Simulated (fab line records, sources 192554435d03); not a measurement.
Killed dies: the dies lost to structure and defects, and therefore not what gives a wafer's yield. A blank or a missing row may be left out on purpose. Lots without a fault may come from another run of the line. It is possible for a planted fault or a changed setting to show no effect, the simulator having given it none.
Split-lot trial ; flow n5Finfet ; 7 lots, 21 wafers read, on a route of 1938 steps

## THE SPLIT ITSELF
At N5_MOL_CONTACT_COAG_DESCUM_45 (chemistry O2, time 7 s), the setting timeS was moved away from the recipe's 7 s on 7 of the 21 wafers read, by -13.7% to +15.4%. This setting was run at the recipe's value on the other wafers.

The reading is taken at the split's own step.

## THE READING
CAR-EUV_of_MOL_CONTACT_COAG_COAT_34.thkNm (the simulator's own value, which no gauge read), in nm, at N5_MOL_CONTACT_COAG_DESCUM_45 (chemistry O2, time 7 s). The file does not state a usual value for it. The 14 wafers here that ran the recipe average 36.1 nm, standard deviation 0.14 nm.

wafer;tool, chamber at the split;timeS as run, s;against the recipe;CAR-EUV_of_MOL_CONTACT_COAG_COAT_34.thkNm, nm;against lot-mates on the recipe
L074.3;rieDiel-05, 0,2;7.966;+13.8%;35.6;-0.6
L074.6;rieDiel-05, 0,2;7.966;+13.8%;35.6;-0.6
L074.5;rieDiel-05, 0;7;recipe;36.2;-
L077.1;rieDiel-05, 3,0;7;recipe;36;-
L077.3;rieDiel-05, 3,0;7;recipe;36;-
L077.2;rieDiel-05, 2;6.038;-13.7%;36.4;+0.4
L078.1;rieDiel-04, 2;7;recipe;36;-
L078.5;rieDiel-04, 2;7;recipe;36;-
L078.4;rieDiel-04, 1;7;recipe;35.8;-
L082.1;rieDiel-05, 3;8.075;+15.4%;35.8;-0.4
L082.2;rieDiel-05, 0;8.075;+15.4%;35.6;-0.6
L082.6;rieDiel-05, 0;7;recipe;36.2;-
L084.2;rieDiel-05, 0,1;7;recipe;36.2;-
L084.5;rieDiel-05, 0,1;7;recipe;36.2;-
L084.4;rieDiel-05, 2;7;recipe;36;-
L093.1;rieDiel-05, 1,0;6.222;-11.1%;36.4;+0.6
L093.4;rieDiel-05, 1,0;6.222;-11.1%;36.4;+0.6
L093.6;rieDiel-05, 2;7;recipe;35.8;-
L094.2;rieDiel-04, 1,3,1;7;recipe;36.2;-
L094.4;rieDiel-04, 1,3,1;7;recipe;36.2;-
L094.5;rieDiel-04, 1,3,1;7;recipe;36.2;-
The file does not say which wafer passed through which chamber wherever a row lists several chambers: such a row stands for several wafers.

FIT RESULTS
A straight line over all 21 wafers: CAR-EUV_of_MOL_CONTACT_COAG_COAT_34.thkNm changes by -0.0281 nm for each +1% of timeS; r = -0.87; the points scatter about the line by 0.13 nm.
The same after taking each lot's own level away (the mean of its wafers on the recipe; 21 wafers): -0.0396 nm for each +1%; r = -0.96; scatter 0.095 nm.
The reading moves by 0.61 nm for the largest change in timeS, on that fit.
The lots' own levels span 35.80 to 36.20 nm, that is 2.8 times the standard deviation above.
Hence the slope depends on the lot-to-lot level, as the two fits are not the same.
Check: for one of the wafers moved furthest among these (+15.4%), held out of the fit, the line's prediction against its lot-mates is -0.646 nm. It came out at -0.4 nm against them.

## FILE'S OWN FIT
CAR-EUV_of_MOL_CONTACT_COAG_COAT_34.thkNm changes by -0.0381 nm for each +1% of timeS, r = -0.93.
